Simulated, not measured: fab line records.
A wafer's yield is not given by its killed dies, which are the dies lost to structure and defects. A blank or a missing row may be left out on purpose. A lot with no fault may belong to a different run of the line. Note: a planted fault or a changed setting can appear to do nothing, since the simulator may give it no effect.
fab line records ; flow n5-finfet
record lots=10; wafers=30; last-day=19
route steps=1938 shown FIN_SAQP@101 BEOL_M4@1111 PASSIVATION@1936
lots untouched by any fault: they come from a run of this same line in which no faults occurred
start-h: the number of hours between the record's first day and the start of the first shown wafer of the lot ; wait-h: how many hours have passed since the lot's step before this one ; " identical to the entry in the row above ; L1.1+2: a row that stands for several wafers ; - no value, or no start given ; * or withheld: withheld ; < > ~ a bound
route shown NAME@n: a module of which the file shows steps, and the number in the route of the first ; usual: mean/standard deviation of fault-free wafers ; same: alike in all rows ; chamber/n: place in a boat ; sites: readings site by site ; _std_site: their standard deviation ; _edge_site: mean of outer sites minus mean of inner sites ; radius-mm: for every site, how far away it sits from the centre of the wafer ; mask NAME#n: copy n ; behind: the tool/chamber that last shaped the wafer ; hold: reason for holding the lot/hours on hold/outcome of the hold ; device: names the non-switching transistor (n, p or np) ; end of line: the tests these same wafers got at the end of their route ; where a step has no rows: the recipe by itself ; killed: dies that structure and defects cost at the first sort, which is not the same as the wafer's yield ; map: shows each die of a wafer: x if killed, . if not, _ if none is there
set.NAME: the run value of the setting; set.NAME@STEP: its run value at that earlier step ; model.NAME: the simulator's own value behind a step, which no gauge read
steps of the route over a sample of lots; a table a step, a row a wafer
services: from which hour (start-h, from the record's first day; less than 0 if before it) a tool's chamber was out of use, for how many hours, and why
## steps
# step N5_FIN_SAQP_THK_MEAS_07
# usual thk-nm=60.2/0.84
lot.wafer;tool;chamber;start-h;wait-h;thk-nm
L500.2;film-metro-01;-;28.86;0.1;60.1
L500.4;film-metro-01;-;28.86;0.1;60.9
L500.5;film-metro-01;-;28.86;0.1;59.9
L503.1;film-metro-01;-;46.75;0.1;60.5
L503.2;film-metro-01;-;46.75;0.1;59.6
L503.4;film-metro-01;-;46.75;0.1;61.4
L504.1;film-metro-01;-;51.04;0.1;60.0
L504.4;film-metro-01;-;51.04;0.1;60.5
L504.6;film-metro-01;-;51.04;0.1;60.1
L506.3;film-metro-01;-;63.47;0.1;58.7
L506.4;film-metro-01;-;63.47;0.1;59.9
L506.6;film-metro-01;-;63.47;0.1;59.6
L507.3;film-metro-02;-;69.48;0.1;59.1
L507.4;film-metro-02;-;69.48;0.1;59.8
L507.6;film-metro-02;-;69.48;0.1;60.1
L508.2;film-metro-01;-;75.37;0.1;59.7
L508.5;film-metro-01;-;75.37;0.1;59.8
L508.6;film-metro-01;-;75.37;0.1;60.4
L511.1;film-metro-01;-;93.49;0.1;58.2
L511.2;film-metro-01;-;93.49;0.1;59.7
L511.3;film-metro-01;-;93.49;0.1;58.8
L514.1;film-metro-01;-;111.56;0.1;59.3
L514.4;film-metro-01;-;111.56;0.1;60.3
L514.6;film-metro-01;-;111.56;0.1;60.2
L517.2;film-metro-01;-;128.83;0.1;60.6
L517.4;film-metro-01;-;128.83;0.1;61.5
L517.5;film-metro-01;-;128.83;0.1;60.8
L521.1;film-metro-02;-;153.40;0.1;60.0
L521.3;film-metro-02;-;153.40;0.1;59.7
L521.4;film-metro-02;-;153.40;0.1;60.8
# step N5_FIN_SAQP_COAT_10
# recipe resist=CAR-ArF; spin-rpm=1500; resist-thk-nm=90
# usual resist-line-temp-C=23.00/0.099; spin-speed-rpm=1500.0/1
lot.wafer;tool;chamber;start-h;wait-h;resist-line-temp-C;spin-speed-rpm
L500.2;litho-track-05;0;28.98;-;23.06;1499.4
L500.4;litho-track-05;0;28.98;-;22.96;1500.0
L500.5;litho-track-05;0;28.98;-;22.91;1501.0
L503.1;litho-track-05;0;46.87;-;23.10;1499.6
L503.2;litho-track-05;0;46.87;-;23.05;1498.9
L503.4;litho-track-05;0;46.87;-;23.08;1498.8
L504.1;litho-track-05;0;51.16;-;22.95;1500.0
L504.4;litho-track-05;0;51.16;-;22.94;1499.7
L504.6;litho-track-05;0;51.16;-;23.04;1500.1
L506.3;litho-track-05;0;63.59;-;22.92;1499.7
L506.4;litho-track-05;0;63.59;-;23.01;1501.4
L506.6;litho-track-05;0;63.59;-;22.91;1501.0
L507.3;litho-track-01;0;69.59;-;23.04;1502.3
L507.4;litho-track-01;0;69.59;-;23.07;1498.5
L507.6;litho-track-01;0;69.59;-;22.98;1500.6
L508.2;litho-track-05;0;75.48;-;22.73;1500.8
L508.5;litho-track-05;0;75.48;-;22.89;1499.7
L508.6;litho-track-05;0;75.48;-;22.92;1499.8
L511.1;litho-track-05;0;93.61;-;22.91;1715.5
L511.2;litho-track-05;0;93.61;-;22.86;1714.1
L511.3;litho-track-05;0;93.61;-;22.99;1714.4
L514.1;litho-track-05;0;111.68;-;22.80;1715.1
L514.4;litho-track-05;0;111.68;-;22.70;1714.5
L514.6;litho-track-05;0;111.68;-;23.04;1715.9
L517.2;litho-track-03;0;128.95;-;23.06;1500.4
L517.4;litho-track-03;0;128.95;-;23.06;1500.2
L517.5;litho-track-03;0;128.95;-;22.92;1499.4
L521.1;litho-track-01;0;153.52;-;23.04;1500.5
L521.3;litho-track-01;0;153.52;-;23.06;1500.5
L521.4;litho-track-01;0;153.52;-;23.17;1498.7
# step N5_FIN_SAQP_OVL_MEAS_17
# recipe points-per-wafer=44
# usual FIN_CORE_OVL=-0.1/0.88
lot.wafer;tool;chamber;start-h;wait-h;FIN_CORE_OVL[nm]
L500.2;overlay-01;0;29.26;0.0;-0.1
L500.4;overlay-01;0;29.26;0.0;-0.5
L500.5;overlay-01;0;29.26;0.0;-0.9
L503.1;overlay-01;0;47.16;0.0;-1.4
L503.2;overlay-01;0;47.16;0.0;-1.6
L503.4;overlay-01;0;47.16;0.0;-0.2
L504.1;overlay-02;0;51.44;0.0;-0.7
L504.4;overlay-02;0;51.44;0.0;0.7
L504.6;overlay-02;0;51.44;0.0;0.0
L506.3;overlay-01;0;63.99;0.0;-0.3
L506.4;overlay-01;0;63.99;0.0;-1.0
L506.6;overlay-01;0;63.99;0.0;-1.6
L507.3;overlay-02;0;69.87;0.0;0.9
L507.4;overlay-02;0;69.87;0.0;1.2
L507.6;overlay-02;0;69.87;0.0;2.2
L508.2;overlay-02;0;76.60;0.0;-0.3
L508.5;overlay-02;0;76.60;0.0;-0.1
L508.6;overlay-02;0;76.60;0.0;-0.8
L511.1;overlay-02;0;93.89;0.0;-0.2
L511.2;overlay-02;0;93.89;0.0;0.0
L511.3;overlay-02;0;93.89;0.0;0.4
L514.1;overlay-01;0;112.09;0.0;1.6
L514.4;overlay-01;0;112.09;0.0;1.2
L514.6;overlay-01;0;112.09;0.0;0.3
L517.2;overlay-01;0;129.36;0.0;-0.2
L517.4;overlay-01;0;129.36;0.0;0.7
L517.5;overlay-01;0;129.36;0.0;-0.5
L521.1;overlay-02;0;153.92;0.0;0.6
L521.3;overlay-02;0;153.92;0.0;0.5
L521.4;overlay-02;0;153.92;0.0;0.0
# step N5_FIN_SAQP_DESCUM_21
# recipe chemistry=O2; time-s=7.9; source-power-w=50; bias-power-w=20; pressure-mtorr=20; rf-frequency-hz=2.712e+07; temp-c=40; resist=CAR-ArF; o2-flow-sccm=225
# usual drypump-motor-current-A=5.57/0.29; oes-product-au=0.79/0.079; rf-vpp-V=243.8/1.2; showerhead-plenum-p-Torr=2.14/0.06; throttle-valve-pct=20.5/0.34
# same time-s=7.9
lot.wafer;tool;chamber;start-h;wait-h;drypump-motor-current-A;oes-product-au;rf-hours-counter-h;rf-vpp-V;showerhead-plenum-p-Torr;throttle-valve-pct
L500.2;rie-diel-06;3;29.62;0.3;5.12;0.75;129;245.1;2.20;20.9
L500.4;rie-diel-06;2;29.62;0.3;5.52;0.88;37;244.9;2.11;20.3
L500.5;rie-diel-06;3;29.62;0.3;5.13;0.75;-;245.7;2.20;20.9
L503.1;rie-diel-03;3;47.23;0.0;5.14;0.79;114;242.3;2.12;20.5
L503.2;rie-diel-03;1;47.23;0.0;5.77;0.84;69;243.6;2.15;20.4
L503.4;rie-diel-03;0;47.23;0.0;5.33;0.72;202;244.1;2.17;20.9
L504.1;rie-diel-06;1;51.91;0.4;5.63;0.73;184;244.2;2.15;20.7
L504.4;rie-diel-06;3;51.91;0.4;5.13;0.74;137;244.0;2.20;20.9
L504.6;rie-diel-06;3;51.91;0.4;5.10;0.74;-;242.6;2.20;20.9
L506.3;rie-diel-06;1;64.08;0.1;5.63;0.74;188;245.1;2.15;20.7
L506.4;rie-diel-06;0;64.08;0.1;5.91;0.88;34;241.2;2.02;20.0
L506.6;rie-diel-06;0;64.08;0.1;5.91;0.89;-;244.7;2.02;20.0
L507.3;rie-diel-03;2;69.93;0.0;6.25;0.75;163;244.0;2.11;20.6
L507.4;rie-diel-03;0;69.93;0.0;5.29;0.72;210;243.9;2.17;20.9
L507.6;rie-diel-03;0;69.93;0.0;5.27;0.72;-;244.9;2.17;20.9
L508.2;rie-diel-01;2;76.66;0.0;5.69;0.71;197;244.9;2.19;20.9
L508.5;rie-diel-01;1;76.66;0.0;5.48;0.78;-;244.8;2.18;20.5
L508.6;rie-diel-01;2;76.66;0.0;5.64;0.71;-;244.9;2.19;20.9
L511.1;rie-diel-01;1;93.95;0.0;5.48;0.78;145;243.9;2.18;20.5
L511.2;rie-diel-01;0;93.95;0.0;5.74;0.91;30;245.3;2.23;20.0
L511.3;rie-diel-01;2;93.95;0.0;5.64;0.71;202;244.8;2.18;20.9
L514.1;rie-diel-01;1;112.14;0.0;5.49;0.78;151;244.1;2.18;20.5
L514.4;rie-diel-01;0;112.14;0.0;5.74;0.89;-;244.9;2.23;20.1
L514.6;rie-diel-01;2;112.14;0.0;5.66;0.70;-;243.5;2.18;21.0
L517.2;rie-diel-06;1;129.41;0.0;5.64;0.72;211;243.0;2.14;20.7
L517.4;rie-diel-06;3;129.41;0.0;5.15;0.73;161;242.8;2.19;20.9
L517.5;rie-diel-06;3;129.41;0.0;5.11;0.73;-;244.5;2.19;20.9
L521.1;rie-diel-06;1;153.98;0.0;5.65;0.71;220;244.3;2.14;20.8
L521.3;rie-diel-06;3;153.98;0.0;5.15;0.72;172;244.4;2.19;20.9
L521.4;rie-diel-06;1;153.98;0.0;5.65;0.71;-;244.9;2.14;20.8
# step N5_BEOL_M4_RC_MEAS_101
# usual DIBL_N=36.1/1.6; DIBL_P=35.7/1.8; IOFF_N=0.159/0.027; IOFF_P=0.21/0.03; ION_N=673/10; ION_P=462/7.4; SS_N=71.4/0.56; SS_P=73.2/0.61; VT_N=249.7/3; VT_P=-250/3.1
lot.wafer;tool;chamber;start-h;wait-h;DIBL_N[mV/V];DIBL_P[mV/V];IOFF_N[nA/um];IOFF_P[nA/um];ION_N[uA/um];ION_P[uA/um];SS_N[mV/dec];SS_P[mV/dec];VT_N[mV];VT_P[mV]
L500.2;prober-01;0;171.56;0.2;37.4;38.9;0.206;0.25;692;463;72.8;74.3;244.1;-251
L500.4;prober-01;0;171.56;0.2;34.4;35.6;0.145;0.19;676;462;71.5;73.1;248.1;-254
L500.5;prober-01;0;171.56;0.2;35.2;35.5;0.154;0.19;664;451;71.9;72.6;248.0;-255
L503.1;prober-02;0;185.16;0.0;37.9;37.4;0.156;0.19;664;448;71.6;73.6;252.5;-253
L503.2;prober-02;0;185.16;0.0;36.6;35.8;0.136;0.18;662;451;71.7;73.1;253.1;-254
L503.4;prober-02;0;185.16;0.0;39.2;38.7;0.189;0.24;678;458;72.0;73.8;248.9;-251
L504.1;prober-02;0;191.87;0.0;36.4;34.9;0.162;0.20;671;463;71.4;72.7;250.1;-250
L504.4;prober-02;0;191.87;0.0;37.0;35.9;0.170;0.22;678;467;71.6;73.7;246.8;-248
L504.6;prober-02;0;191.87;0.0;36.4;35.9;0.167;0.23;676;469;71.2;73.8;247.0;-247
L506.3;prober-01;0;199.57;0.6;38.1;35.7;0.166;0.20;666;453;71.7;73.3;248.8;-252
L506.4;prober-01;0;199.57;0.6;35.9;33.7;0.131;0.18;671;460;71.0;72.3;252.3;-249
L506.6;prober-01;0;199.57;0.6;37.8;36.1;0.174;0.21;684;466;72.0;73.2;247.9;-250
L507.3;prober-01;0;210.14;0.3;35.6;34.9;0.137;0.18;654;451;71.5;72.7;255.4;-251
L507.4;prober-01;0;210.14;0.3;36.1;36.6;0.155;0.22;670;462;70.7;72.8;249.0;-249
L507.6;prober-01;0;210.14;0.3;34.8;35.5;0.139;0.20;670;466;70.8;73.3;249.9;-250
L508.2;prober-02;0;220.88;0.2;35.7;35.6;0.161;0.20;671;455;71.8;72.6;251.7;-250
L508.5;prober-02;0;220.88;0.2;33.3;33.7;0.131;0.17;672;459;70.0;72.1;255.0;-253
L508.6;prober-02;0;220.88;0.2;36.9;36.3;0.187;0.21;679;455;71.9;73.8;249.4;-249
L511.1;prober-01;0;237.41;0.0;38.7;37.3;0.185;0.24;683;466;71.8;73.4;248.5;-250
L511.2;prober-01;0;237.41;0.0;37.7;36.7;0.170;0.22;676;463;71.8;74.3;249.2;-248
L511.3;prober-01;0;237.41;0.0;36.6;34.5;0.151;0.19;654;450;71.3;73.6;253.6;-251
L514.1;prober-01;0;255.28;0.0;39.8;39.4;0.213;0.26;686;463;72.4;75.0;248.3;-249
L514.4;prober-01;0;255.28;0.0;38.1;36.4;0.185;0.20;687;461;71.5;73.2;247.3;-253
L514.6;prober-01;0;255.28;0.0;38.0;36.1;0.174;0.19;683;456;71.9;73.5;248.9;-253
L517.2;prober-01;0;281.48;0.2;35.4;35.2;0.131;0.18;675;462;70.7;72.7;249.4;-251
L517.4;prober-01;0;281.48;0.2;38.7;38.5;0.195;0.23;679;463;71.5;74.0;246.7;-249
L517.5;prober-01;0;281.48;0.2;39.3;38.7;0.200;0.23;686;466;71.9;74.1;248.2;-246
L521.1;prober-01;0;341.71;0.0;35.2;34.8;0.156;0.22;662;460;71.1;73.1;247.2;-244
L521.3;prober-01;0;341.71;0.0;34.7;33.7;0.139;0.20;670;468;70.9;72.1;251.6;-245
L521.4;prober-01;0;341.71;0.0;36.7;36.9;0.201;0.26;694;482;71.0;73.1;243.3;-242
# step N5_PASSIVATION_PROBE_49
# usual defect-limited-yield=91.0/1.3; killed_at_M0_to_M3=33/10; killed_at_M4_up=14/5.6; killed-at-contacts=12/5.8; killed-at-front-end=43/11; killed-at-other=4.1/2.8; killed-dies=106/15; killed-open=70/12; killed-short=34/7.5; sort_bin_5_function=5.3/0.88; sort_bin_6_memory=3.3/0.64; sort_bin_8_speed=0.00/0.016; sort-n-pass=1074/15; sort-yield-pct=91.0/1.3
# same gross-dies=1180; killed-at-back-side=0; sort_bin_4_leakage[%]=0
lot.wafer;tool;chamber;start-h;wait-h;defect-limited-yield[%];killed_at_M0_to_M3;killed_at_M4_up;killed-at-contacts;killed-at-front-end;killed-at-other;killed-dies;killed-open;killed-short;sort_bin_5_function[%];sort_bin_6_memory[%];sort_bin_8_speed[%];sort-n-pass;sort-yield-pct[%]
L504.1;prober-01;-;298.95;0.0;91.3;30;9;9;49;6;103;73;30;4.8;3.6;0;1077;91.3
L504.4;prober-01;-;299.10;0.2;90.2;28;15;15;51;7;116;77;39;5.6;3.9;0;1064;90.2
L504.6;prober-01;-;299.20;0.3;90.5;30;17;14;46;5;112;81;29;5.3;3.9;0;1068;90.5
# killed by level:class
L504.1 STI_FIN_REVEAL:geometric-particle:open=10 FIN_SAQP:geometric-particle:open=9 GATE_CUT:geometric-particle:open=8 BEOL_M0_SAQP:geometric-particle:open=7 MOL_CONTACT_COAG:geometric-particle:open=6 BEOL_M3:geometric-particle:open=5 STARTING-WAFER:geometric-particle:open=5 FIN_SAQP:geometric-particle:short=4
L504.4 MOL_CONTACT_COAG:geometric-particle:open=15 FIN_SAQP:geometric-particle:short=12 STI_FIN_REVEAL:geometric-particle:open=10 BEOL_M0_SAQP:geometric-particle:short=9 BEOL_M3:geometric-particle:open=8 GATE_CUT:geometric-particle:open=7 BEOL_M4:geometric-particle:open=7 FIN_SAQP:geometric-particle:open=6
L504.6 FIN_SAQP:geometric-particle:open=17 STI_FIN_REVEAL:geometric-particle:open=10 BEOL_M3:geometric-particle:open=10 MOL_CONTACT_COAG:geometric-particle:open=9 FIN_SAQP:geometric-particle:short=7 BEOL_M4:geometric-particle:open=6 MOL_CONTACT_COAG:geometric-particle:short=5 BEOL_M2:geometric-particle:open=5
## services
tool;chamber;start-h;hours;kind
rie-diel-06;-;10.35;1.0;repair
rie-diel-01;1;18.87;14.0;repair
rie-diel-03;-;32.33;1.6;repair
rie-diel-01;3;33.81;-;clean
rie-diel-01;3;33.81;-;consumable-replace:focus-ring
rie-diel-01;3;33.81;18.1;scheduled-down
rie-diel-01;3;33.81;18.1;vent-cycle
litho-track-05;-;59.23;-;consumable-replace:filter
rie-diel-01;2;87.98;4.9;repair
rie-diel-01;3;105.08;9.1;repair
rie-diel-01;0;113.19;5.2;repair
rie-diel-06;2;113.32;8.0;repair
litho-track-03;-;133.92;-;consumable-replace:filter
rie-diel-06;2;144.85;12.2;repair
litho-track-03;-;150.05;-;consumable-replace:filter
litho-track-05;-;153.06;-;consumable-replace:filter
## key
first-sign step=N5_FIN_SAQP_COAT_10; reading=spin-speed-rpm; direction=up; sigmas=99+; usual=*; struck=*
effect none on later readings
met-at N5_FIN_SAQP_COAT_10
struck-lots L511,L514
rows-end L511.1,L511.2,L511.3
not-acting-at N5_FIN_SAQP_THK_MEAS_07,N5_FIN_SAQP_OVL_MEAS_17,N5_FIN_SAQP_DESCUM_21
onset-between 75.48 93.61
fault kind=process-parameter-drift; tool=litho-track-05; chamber=-; onset-h=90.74; steps=N5_FIN_SAQP_COAT_10; channel=spin-rpm; offset=*; shape=step; acts-in=*; stated=*
# rows-end: these wafers met a further fault down the route, and their rows from its step on are left out
